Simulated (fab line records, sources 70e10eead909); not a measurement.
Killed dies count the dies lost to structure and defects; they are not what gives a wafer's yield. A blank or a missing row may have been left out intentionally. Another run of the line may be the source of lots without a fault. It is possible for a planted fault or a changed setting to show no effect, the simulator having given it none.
Matching of chambers -- flow nandHarc -- 3 sister chambers for NHARC_P_M2_DEP_33 on pecvd-02
The step deposits SiCN, target thk 30 nm. 3 wafers are shown with their chamber, then 10 later ones without.

## WAFERS PAIRED WITH THEIR CHAMBERS
wafer,chamber,heaterPowerW (W)
L087.6,1,742
L093.2,0,438
L093.3,2,596

## WAFERS WHOSE CHAMBER IS MISSING
wafer,heaterPowerW (W)
L093.4,465
L092.3,602
L092.4,712
L092.6,523
L096.1,491
L096.2,528
L096.6,767
L097.3,520
L097.4,500
L097.6,558

## WHICH CHAMBER EACH WENT THROUGH
wafer,from the rows above,in truth
L093.4,0,0
L092.3,2,2
L092.4,can't be placed: 1 or 2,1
L092.6,can't be placed: 2 or 0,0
L096.1,can't be placed: 0 or 2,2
L096.2,can't be placed: 2 or 0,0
L096.6,1,1
L097.3,can't be placed: 2 or 0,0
L097.4,can't be placed: 0 or 2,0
L097.6,can't be placed: 2 or 0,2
Correct placement for 3 of the 10. Unplaceable from these rows: 7, with the true chamber sitting among the candidates in 7. Wrongly placed: 0.
How it was worked out, from the rows above alone: a wafer's distance from a chamber is the root of the sum, over the readings, of the square of ((its reading less the chamber's mean) divided by the reading's scatter). If the next closest chamber is less than 2 further off than the closest, the wafer can't be placed; otherwise it belongs to the closest. Each chamber's mean is taken over the wafers shown for it. The scatter (one wafer shown for each chamber): square how far every hidden wafer sits from the nearest shown wafer, average those squares and take the square root.
